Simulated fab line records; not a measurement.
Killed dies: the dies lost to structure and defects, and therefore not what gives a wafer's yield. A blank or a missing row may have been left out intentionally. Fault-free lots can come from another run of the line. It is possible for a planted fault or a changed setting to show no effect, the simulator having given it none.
Matching of chambers / flow n5_finfet / rie_diel-03 running N5_BEOL_M2_STRIP_19: 4 sister chambers
The step strips in O2. 7 wafers are shown with their chamber, then 7 later ones without.

WAFERS, EACH WITH ITS CHAMBER
wafer=L083.2; chamber=1; throttle_valve_pct (%)=16.37; showerhead_plenum_p_Torr (Torr)=2.21
wafer=L084.2; chamber=1; throttle_valve_pct (%)=16.40; showerhead_plenum_p_Torr (Torr)=2.21
wafer=L084.4; chamber=2; throttle_valve_pct (%)=16.42; showerhead_plenum_p_Torr (Torr)=2.23
wafer=L090.5; chamber=0; throttle_valve_pct (%)=17.08; showerhead_plenum_p_Torr (Torr)=1.98
wafer=L090.6; chamber=3; throttle_valve_pct (%)=16.66; showerhead_plenum_p_Torr (Torr)=2.20
wafer=L092.1; chamber=3; throttle_valve_pct (%)=16.66; showerhead_plenum_p_Torr (Torr)=2.20
wafer=L092.2; chamber=2; throttle_valve_pct (%)=16.45; showerhead_plenum_p_Torr (Torr)=2.22

WAFERS WITHOUT THEIR CHAMBER
wafer=L092.5; throttle_valve_pct (%)=17.09; showerhead_plenum_p_Torr (Torr)=1.98
wafer=L093.3; throttle_valve_pct (%)=17.11; showerhead_plenum_p_Torr (Torr)=1.98
wafer=L093.4; throttle_valve_pct (%)=16.67; showerhead_plenum_p_Torr (Torr)=2.20
wafer=L093.6; throttle_valve_pct (%)=16.68; showerhead_plenum_p_Torr (Torr)=2.20
wafer=L096.2; throttle_valve_pct (%)=16.44; showerhead_plenum_p_Torr (Torr)=2.22
wafer=L096.3; throttle_valve_pct (%)=16.43; showerhead_plenum_p_Torr (Torr)=2.20
wafer=L096.4; throttle_valve_pct (%)=16.46; showerhead_plenum_p_Torr (Torr)=2.22

WHICH CHAMBER EACH ONE RAN IN
wafer=L092.5; from the rows above=0; in truth=0
wafer=L093.3; from the rows above=0; in truth=0
wafer=L093.4; from the rows above=3; in truth=3
wafer=L093.6; from the rows above=3; in truth=3
wafer=L096.2; from the rows above=2; in truth=2
wafer=L096.3; from the rows above=1; in truth=1
wafer=L096.4; from the rows above=2; in truth=2
7 of 7 placed correctly. Number that these rows cannot place: 0. Wrongly placed: 0.
How it was worked out, from the rows above alone: a wafer's distance from a chamber is the root of the sum, over the readings, of the square of ((its reading less the chamber's mean) divided by the reading's scatter). The wafer belongs to the nearest chamber; if the next one is less than 2 further off, it can't be placed. A chamber's mean is the mean of its shown wafers. The scatter: the root of (the sum of the squares of (reading less its chamber's mean) over the shown wafers, divided by (wafers less chambers)).
